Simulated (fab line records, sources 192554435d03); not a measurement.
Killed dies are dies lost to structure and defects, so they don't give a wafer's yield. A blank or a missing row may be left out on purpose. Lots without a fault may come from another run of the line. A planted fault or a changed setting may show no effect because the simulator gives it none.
Chamber matching | flow n5_finfet | N5_MOL_CONTACT_COAG_CMP_52 on cmp-02: 4 sister chambers
The step polishes, stops on SiO2, t overpolish 1.5 s, target thk 66.5 nm. 4 wafers are shown with their chamber, then 11 later ones without.

WAFERS WITH THEIR CHAMBER
wafer  | chamber | motor_current_A (A)
L080.5 | 3       | 11.3
L081.1 | 2       | 15.3
L084.2 | 0       | 12.4
L085.3 | 1       | 11.8

WAFERS WITHOUT THEIR CHAMBER
wafer  | motor_current_A (A)
L085.5 | 12.7
L085.6 | 11.7
L087.2 | 15.8
L087.3 | 11.8
L087.5 | 15.1
L088.1 | 15.1
L088.4 | 12.8
L088.5 | 15.6
L090.1 | 11.9
L090.3 | 10.7
L090.5 | 12.8

WHICH CHAMBER EACH WENT THROUGH
wafer  | from the rows above          | in truth
L085.5 | can't be placed: 0 or 1      | 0
L085.6 | can't be placed: 1 or 3 or 0 | 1
L087.2 | 2                            | 2
L087.3 | can't be placed: 1 or 3 or 0 | 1
L087.5 | 2                            | 2
L088.1 | 2                            | 2
L088.4 | can't be placed: 0 or 1      | 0
L088.5 | 2                            | 2
L090.1 | can't be placed: 1 or 0 or 3 | 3
L090.3 | can't be placed: 3 or 1      | 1
L090.5 | can't be placed: 0 or 1      | 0
Placed correctly: 4 of 11. Can't be placed from these rows: 7 (the true chamber is among the candidates in 7). Placed wrongly: 0.
How it was worked out, from the rows above alone: a wafer's distance from a chamber is the root of the sum, over the readings, of the square of ((its reading less the chamber's mean) divided by the reading's scatter). The wafer belongs to the nearest chamber; if the next one is less than 2 further off, it can't be placed. A chamber's mean is the mean of its shown wafers. The scatter: with one shown wafer a chamber, the root of the mean of the squares of how far each hidden wafer lies from its nearest shown one.
